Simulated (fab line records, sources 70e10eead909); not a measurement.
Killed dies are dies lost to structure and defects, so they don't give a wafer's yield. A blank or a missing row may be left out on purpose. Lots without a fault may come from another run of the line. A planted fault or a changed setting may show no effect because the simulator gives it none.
fab line records | flow nand_harc
record lots=6 wafers=18 last_day=33
route steps=1302 shown P_CONTACT@236 END@1302
lots that met no fault: from a run of the same line without faults
start_h: hours from the record's first day to the start of the lot's first wafer shown | wait_h: hours since the lot's step before | " the same as in the row above | L1.1+2: a row that stands for several wafers | - no value, or no start given | * or withheld: withheld | < > ~ a bound
route shown NAME@n: a module of which the file shows steps, and the number in the route of the first | usual: mean/standard deviation of fault-free wafers | same: alike in all rows | chamber/n: place in a boat | sites: the reading at each site | _std_site: their standard deviation | _edge_site: outer sites' mean less inner sites' | radius_mm: how far each site lies from the wafer's centre | mask NAME#n: copy n | behind: the tool/chamber that last shaped the wafer | hold: why the lot was held/for how many hours/how that ended | device: the transistor (n, p or np) that didn't switch | end of line: the same wafers' tests at the end of the route | a step without rows: its recipe alone | killed: dies lost to structure and defects at the first sort, not the wafer's yield | map: a wafer's dies, x killed, . not, _ none there
set.NAME: the setting as run; set.NAME@STEP: as run at that earlier step | model.NAME: the simulator's own value behind a step, which no gauge read
lots at some steps of the route; a table a step, a row a wafer
services: from which hour (start_h, from the record's first day; less than 0 if before it) a tool's chamber was out of use, for how many hours, and why
## steps
# step NHARC_P_CONTACT_ETCH_35
# recipe target_depth_a=390 over_etch_frac=0.3 time_s=65 ion_energy_ev=80 cf4_flow_sccm=150 ar_flow_sccm=0 rf_w=300 bias_w=100 chemistry=CF4
# usual drypump_motor_current_A=5.8/0.52 oes_product_au=0.995/0.01 rf_vpp_V=151.1/1.3 showerhead_plenum_p_Torr=1.76/0.077 throttle_valve_pct=13.284/0.0091
# columns lot.wafer tool chamber start_h wait_h drypump_motor_current_A oes_product_au rf_hours_counter_h rf_vpp_V showerhead_plenum_p_Torr throttle_valve_pct
L799.2 rie_diel-11 3 157.88 0.1 5.9 1.003 1.7 150.8 1.76 13.293
L799.3 " 1 " " 5.1 1.000 1.7 150.0 1.74 13.282
L799.6 " 3 " " 5.9 0.996 - 151.0 1.76 13.284
L804.1 rie_diel-11 3 196.70 0.1 5.9 0.993 3.6 150.7 1.76 13.285
L804.3 " 0 " " 5.4 1.001 2.8 152.4 1.88 13.297
L804.2 " 2 " " 6.6 0.996 3.2 152.1 1.77 13.275
L806.4 rie_diel-11 2 217.04 0.1 6.5 1.002 3.9 152.6 1.77 13.284
L806.3 " 3 " " 5.9 1.005 4.3 150.7 1.76 13.287
L806.1 " 0 " " 5.4 0.996 3.5 152.2 1.88 13.283
L807.1 rie_diel-11 3 223.95 0.1 5.9 1.000 4.8 150.5 1.76 13.288
L807.2 " 0 " " 5.4 1.002 3.9 153.7 1.88 13.290
L807.6 " 2 " " 6.6 0.997 - 151.2 1.77 13.297
L817.2 rie_diel-04 3 328.72 0.1 5.1 0.998 4.3 150.8 1.67 13.286
L817.3 " 0 " " 6.5 1.004 4.1 152.6 1.89 13.284
L817.1 " 2 " " 5.8 0.989 4.4 150.7 1.74 13.286
L818.4 rie_diel-11 3 338.11 0.1 5.9 1.005 2.6 151.0 1.76 13.279
L818.3 " 0 " " 5.4 1.000 2.8 153.4 1.87 13.284
L818.6 " 2 " " 6.5 1.014 - 150.3 1.77 13.287
# step NHARC_P_CONTACT_ETCH_36
# recipe target_depth_a=2600 over_etch_frac=0.25 time_s=406.25 ion_energy_ev=200 n2_flow_sccm=150 h2_flow_sccm=150 ar_flow_sccm=0 rf_w=400 bias_w=150 chemistry=N2/H2
# usual drypump_motor_current_A=5.8/0.51 n2_flow_sccm=150.0/0.46 oes_product_au=0.994/0.0096 rf_vpp_V=430.4/2.7 showerhead_plenum_p_Torr=2.03/0.098 throttle_valve_pct=14.171/0.0091
# columns lot.wafer tool chamber start_h wait_h drypump_motor_current_A n2_flow_sccm oes_product_au rf_hours_counter_h rf_vpp_V showerhead_plenum_p_Torr throttle_valve_pct
L799.2 rie_diel-11 1 - - 5.1 150.5 1.005 1.7 430.0 2.00 14.178
L799.3 " 3 " " 5.9 150.2 0.990 1.8 430.5 2.02 14.161
L799.6 " 2 " " 6.5 149.9 0.982 - 430.7 2.04 14.184
L804.1 rie_diel-11 0 - - 5.4 150.7 1.006 2.8 434.1 2.18 14.179
L804.2 " 2 " " 6.5 150.0 0.989 3.3 429.8 2.04 14.164
L804.3 " 3 " " 5.9 150.2 1.001 3.7 429.8 2.02 14.174
L806.1 rie_diel-11 0 - - 5.4 150.2 1.012 3.6 434.5 2.18 14.196
L806.3 " 1 " " 5.1 150.2 0.990 3.5 430.9 2.00 14.173
L806.4 " 2 " " 6.6 150.4 0.982 4.0 431.6 2.04 14.167
L807.2 rie_diel-11 1 - - 5.1 150.4 0.990 3.8 429.0 2.00 14.176
L807.1 " 0 " " 5.4 150.3 1.001 4.0 433.7 2.18 14.168
L807.6 " 1 " " 5.2 150.8 0.980 - 429.2 2.00 14.178
L817.2 rie_diel-04 0 - - 6.5 150.3 0.997 4.2 435.0 2.20 14.180
L817.3 " 1 " " 5.8 150.1 0.980 4.3 428.7 1.97 14.169
L817.1 " 3 " " 5.1 150.3 0.993 4.4 429.1 1.91 14.172
L818.3 rie_diel-11 0 - - 5.4 149.4 1.004 2.8 433.6 2.17 14.188
L818.4 " 3 " " 5.9 149.9 1.004 2.7 429.7 2.02 14.180
L818.6 " 1 " " 5.1 149.4 0.989 - 429.0 2.00 14.167
# step NHARC_P_CONTACT_ETCH_18
# recipe target_depth_a=4810 time_s=240.5 c4f8_flow_sccm=20 o2_flow_sccm=10 ar_flow_sccm=withheld rf_w=600 bias_w=1500 chemistry=C4F8/O2/Ar
# usual oes_product_au=0.945/0.021 rf_vpp_V=978/6
# columns lot.wafer tool chamber start_h wait_h oes_product_au rf_hours_counter_h rf_vpp_V
L799.2 rie_diel-11 3 - - 0.960 2.0 977
L799.3 " 1 " " 0.964 1.9 976
L799.6 " 3 " " 0.952 - 977
L804.3 rie_diel-11 2 - - 0.940 3.5 977
L804.2 " 3 " " 0.947 3.9 977
L804.1 " 0 " " 0.959 3.1 986
L806.1 rie_diel-11 0 - - 0.924 3.8 988
L806.4 " 2 " " 0.910 4.1 979
L806.3 " 3 " " 0.926 4.6 976
L807.1 rie_diel-11 2 - - 0.945 4.5 979
L807.2 " 3 " " 0.970 5.0 976
L807.6 " 3 " " 0.975 - 978
L817.3 rie_diel-04 3 - - 0.954 4.5 970
L817.1 " 0 " " 0.973 4.4 987
L817.2 " 1 " " 0.967 4.5 973
L818.3 rie_diel-11 0 - - 0.925 3.0 985
L818.4 " 1 " " 0.917 2.4 975
L818.6 " 2 " " 0.925 - 979
# step NHARC_P_CONTACT_STRIP_37
# recipe c4f8_flow_sccm=withheld o2_flow_sccm=8 ar_flow_sccm=withheld bias_w=0 chemistry=C4F8/O2/Ar
# step NHARC_P_CONTACT_ETCH_31
# recipe target_depth_a=300 time_s=85.7 ion_energy_ev=120 over_etch_frac=1 ch3f_flow_sccm=50 o2_flow_sccm=30 ar_flow_sccm=200 rf_w=500 bias_w=100 chemistry=CH3F/O2
# usual drypump_motor_current_A=5.8/0.51 oes_product_au=0.968/0.015 rf_vpp_V=244.1/1.7 showerhead_plenum_p_Torr=2.44/0.1 throttle_valve_pct=20.664/0.0087
# columns lot.wafer tool chamber start_h wait_h drypump_motor_current_A oes_product_au rf_hours_counter_h rf_vpp_V showerhead_plenum_p_Torr throttle_valve_pct
L799.3 rie_diel-11 1 - - 5.1 0.994 2.1 243.5 2.42 20.652
L799.2 " 2 " " 6.6 0.979 1.8 244.0 2.46 20.676
L799.6 " 3 " " 5.9 0.985 - 244.1 2.44 20.657
L804.3 rie_diel-11 3 - - 5.9 0.985 4.0 244.7 2.44 20.671
L804.1 " 0 " " 5.4 0.980 3.2 244.4 2.61 20.650
L804.2 " 2 " " 6.6 0.970 3.6 246.0 2.46 20.650
L806.1 rie_diel-11 2 - - 6.6 0.935 4.1 245.0 2.46 20.686
L806.4 " 0 " " 5.4 0.966 3.9 248.1 2.61 20.664
L806.3 " 1 " " 5.1 0.948 3.7 243.8 2.42 20.662
L807.2 rie_diel-11 1 - - 5.1 0.962 4.1 242.2 2.42 20.663
L807.1 " 2 " " 6.5 0.975 4.6 245.6 2.46 20.663
L807.6 " 1 " " 5.1 0.960 - 244.2 2.41 20.666
L817.2 rie_diel-04 2 - - 5.8 0.965 4.7 243.0 2.41 20.660
L817.3 " 0 " " 6.5 0.983 4.5 247.5 2.64 20.660
L817.1 " 1 " " 5.8 0.964 4.5 243.6 2.38 20.651
L818.4 rie_diel-11 3 - - 5.9 0.952 2.9 243.4 2.44 20.658
L818.3 " 0 " " 5.4 0.933 3.1 246.9 2.61 20.663
L818.6 " 1 " " 5.1 0.937 - 244.5 2.41 20.664
# step NHARC_P_CONTACT_CD_MEAS_19
# usual cd_nm=90.2/1.6
# columns lot.wafer tool chamber start_h wait_h cd_nm
L799.2 cd_sem-03 - 158.80 - 91.1
L799.3 " - " " 91.5
L799.6 " - " " 93.3
L804.1 cd_sem-02 - 197.62 - 90.0
L804.2 " - " " 91.6
L804.3 " - " " 89.5
L806.1 cd_sem-01 - 217.82 - 88.8
L806.3 " - " " 92.0
L806.4 " - " " 89.7
L807.1 cd_sem-01 - 224.74 - 89.0
L807.2 " - " " 89.3
L807.6 " - " " 90.7
L817.1 cd_sem-01 - 329.51 - 91.8
L817.2 " - " " 89.6
L817.3 " - " " 91.5
L818.3 cd_sem-01 - 338.90 - 87.1
L818.4 " - " " 89.0
L818.6 " - " " 86.3
# step NHARC_P_CONTACT_STRIP_28
# recipe o2_flow_sccm=500 ar_flow_sccm=0 bias_w=0 chemistry=O2
# step NHARC_P_CONTACT_STRIP_29
# recipe time_s=1200 temp_c=72.5 chemistry=post_etch_residue_remover
# step NHARC_P_CONTACT_DEGAS_38
# recipe temp_c=300 time_s=60
# step NHARC_P_CONTACT_PRE_CLEAN_39
# recipe time_s=19.5 bias_v=250 gas=Ar
# step NHARC_P_CONTACT_PVD_32
# recipe target_thk_a=50 chamber_pressure_pa=5 power_w=5000 substrate_temp_c=200 time_s=17.7 material=Ti
# step NHARC_P_CONTACT_ALD_22
# recipe target_thk_a=30 pulse_time_s=1 ald_cycles=150 temp_c=450 material=TiN
# usual heater_power_w=1076/90 precursor_pulse_height_rel=0.999/0.018
# columns lot.wafer tool chamber start_h wait_h heater_power_w precursor_pulse_height_rel
L799.2 ald_metal-01 0 159.74 - 1089 0.991
L799.3 " 1 " " 1068 1.015
L799.6 " 0 " " 1107 1.000
L804.2 ald_metal-04 3 198.58 - 1006 0.981
L804.1 " 0 " " 1045 0.989
L804.3 " 2 " " 1047 1.017
L806.4 ald_metal-04 1 218.80 - 1001 0.984
L806.3 " 2 " " 1071 1.022
L806.1 " 3 " " 1033 1.004
L807.2 ald_metal-03 2 225.69 - 1104 0.982
L807.1 " 0 " " 881 0.995
L807.6 " 3 " " 1254 0.978
L817.1 ald_metal-01 0 330.49 - 1098 1.014
L817.2 " 1 " " 1111 0.996
L817.3 " 3 " " 1134 0.996
L818.4 ald_metal-03 3 339.95 - 1260 0.980
L818.3 " 1 " " 1007 1.003
L818.6 " 3 " " 1234 0.999
# step NHARC_P_CONTACT_CVD_23
# recipe target_thk_a=2000 temp_c=300 pressure_torr=40 wf6_flow_sccm=40 h2_flow_sccm=1600 ar_flow_sccm=1560 time_s=557 material=W
# usual heater_power_w=472/25 throttle_valve_pct=7.9/0.32
# columns lot.wafer tool chamber start_h wait_h heater_power_w throttle_valve_pct
L799.2 cvd_w-01 1 159.94 - 427 7.5
L799.3 " 0 " " 492 8.4
L799.6 " 1 " " 435 7.5
L804.1 cvd_w-01 1 198.78 - 435 7.6
L804.2 " 0 " " 477 8.1
L804.3 " 1 " " 420 7.5
L806.1 cvd_w-01 0 218.98 - 477 8.2
L806.3 " 0 " " 467 8.3
L806.4 " 1 " " 430 7.2
L807.2 cvd_w-01 1 225.89 - 431 7.4
L807.1 " 0 " " 473 8.3
L807.6 " 1 " " 417 7.2
L817.2 cvd_w-01 1 330.69 - 436 7.5
L817.1 " 0 " " 480 8.6
L817.3 " 1 " " 442 7.5
L818.4 cvd_w-02 0 340.31 - 461 7.7
L818.3 " 1 " " 501 7.8
L818.6 " 1 " " 501 8.1
# step NHARC_P_CONTACT_CMP_24
# recipe t_overpolish_s=30 target_thk_nm=200
# usual edge_zone_pressure_frac=1.000/0.0055 motor_current_A=11.3/1 overpolish_run_s=29.999/0.0083 time_to_endpoint_s=39/3.7
# columns lot.wafer tool chamber start_h wait_h edge_zone_pressure_frac motor_current_A overpolish_run_s time_to_endpoint_s
L799.2 cmp-01 0 160.61 0.6 1.002 12.5 30.010 34
L799.3 " 1 " " 1.008 11.9 30.014 42
L799.6 " 0 " " 1.007 12.6 30.006 34
L804.1 cmp-01 3 199.43 0.6 1.004 11.0 29.999 36
L804.3 " 0 " " 0.996 12.6 30.008 36
L804.2 " 1 " " 0.995 11.5 30.004 44
L806.1 cmp-03 2 219.63 0.6 1.010 10.6 30.002 69
L806.4 " 3 " " 0.998 10.4 29.986 41
L806.3 " 1 " " 1.006 11.5 29.987 61
L807.2 cmp-04 2 226.58 0.6 0.991 10.7 30.006 43
L807.1 " 3 " " 1.004 11.7 30.007 58
L807.6 " 0 " " 0.999 9.5 30.015 42
L817.2 cmp-03 0 331.34 0.6 1.001 11.8 30.005 34
L817.1 " 1 " " 1.001 12.1 29.993 33
L817.3 " 2 " " 0.991 10.5 30.002 41
L818.3 cmp-03 1 340.82 0.3 0.997 11.3 30.017 34
L818.4 " 2 " " 1.003 11.4 30.010 40
L818.6 " 0 " " 1.008 12.0 29.986 34
# step NHARC_END_SORT_01
# recipe temp_c=25
# usual killed_at_array=59/16 killed_at_other=0.7/1.1 killed_at_periphery=4/3 killed_dies=64/16 killed_open=3.4/1.8 killed_short=2.6/1.7
# same gross_dies=677
# columns lot.wafer tool chamber start_h wait_h killed_at_array killed_at_other killed_at_periphery killed_dies killed_open killed_short
L807.1 prober-01 0 665.49 2.5 42 1 5 48 4 2
L807.2 prober-01 0 666.30 2.8 51 0 1 52 1 3
L807.6 prober-01 0 669.50 4.0 53 1 1 55 7 2
# killed by level:class
L807.1 A_SLIT:chamber_film_flake=15 A_CHANNEL_HOLE_D1:chamber_film_flake=8 A_CHANNEL_HOLE_D2:chamber_film_flake=7 A_STAIRCASE:chamber_film_flake=4 A_M0:geometric_particle:open=2 P_GATE:chamber_film_flake=2 P_M0:geometric_particle:open=1 A_CHANNEL_HOLE_D1:geometric_particle:open=1
L807.2 A_SLIT:chamber_film_flake=29 A_CHANNEL_HOLE_D2:chamber_film_flake=9 A_CHANNEL_HOLE_D1:chamber_film_flake=5 A_STAIRCASE:chamber_film_flake=3 P_M1:geometric_particle:open=1 A_CHANNEL_FILL_D1:geometric_particle:short=1 A_SGD_CUT:geometric_particle:short=1 A_M0:geometric_particle:short=1
L807.6 A_SLIT:chamber_film_flake=24 A_CHANNEL_HOLE_D2:chamber_film_flake=12 A_CHANNEL_HOLE_D1:chamber_film_flake=6 A_ONON_D2:geometric_particle:open=2 A_STAIRCASE:chamber_film_flake=2 A_ONON_D1:geometric_particle:short=1 A_CHANNEL_HOLE_D1:geometric_particle:open=1 A_CHANNEL_HOLE_D2:geometric_particle:open=1
## services
# columns tool chamber start_h hours kind
ald_metal-03 - 139.27 0.4 repair
cmp-03 - 140.12 1.6 repair
rie_diel-11 0 153.95 9.1 repair
cmp-03 - 161.99 0.5 repair
cmp-03 - 167.02 2.4 repair
ald_metal-01 - 170.00 10.0 pm
rie_diel-11 0 174.34 1.4 repair
rie_diel-04 - 177.90 9.0 pm
cvd_w-01 - 185.16 13.0 pm
cmp-01 - 185.57 4.0 pm
rie_diel-11 1 195.61 6.0 repair
ald_metal-03 3 198.20 1.8 repair
ald_metal-03 - 212.00 10.0 pm
ald_metal-04 3 219.08 5.8 repair
cmp-03 - 236.16 0.3 repair
ald_metal-01 2 251.40 2.0 repair
rie_diel-04 3 253.30 3.0 repair
rie_diel-11 3 254.01 6.0 repair
rie_diel-11 - 255.50 9.0 pm
cmp-03 - 260.47 4.0 pm
ald_metal-04 1 262.99 2.9 repair
cmp-03 - 278.88 0.9 repair
rie_diel-11 - 288.08 0.7 repair
rie_diel-11 1 320.26 4.7 repair
## key
first_sign step=NHARC_P_CONTACT_CMP_24 reading=time_to_endpoint_s direction=up sigmas=6.3 usual=* struck=*
effect none on later readings
met_at NHARC_P_CONTACT_CVD_23
struck_wafers L806.1,L806.3,L807.1
tester_left_out L806,L807
onset_between 198.78 218.98
fault kind=process_parameter_drift tool=cvd_w-01 chamber=0 onset_h=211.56 steps=NHARC_P_CONTACT_CVD_23 channel=target_thk_a offset=* shape=step end_h=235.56 acts_in=* stated=*
# tester_left_out: of these lots the tester's yield and bins aren't shown, on N5 and GAA mostly nor the transistor test; their killed dies are dies lost to structure and defects alone, not to doping, threshold or leakage, so they don't give the yield
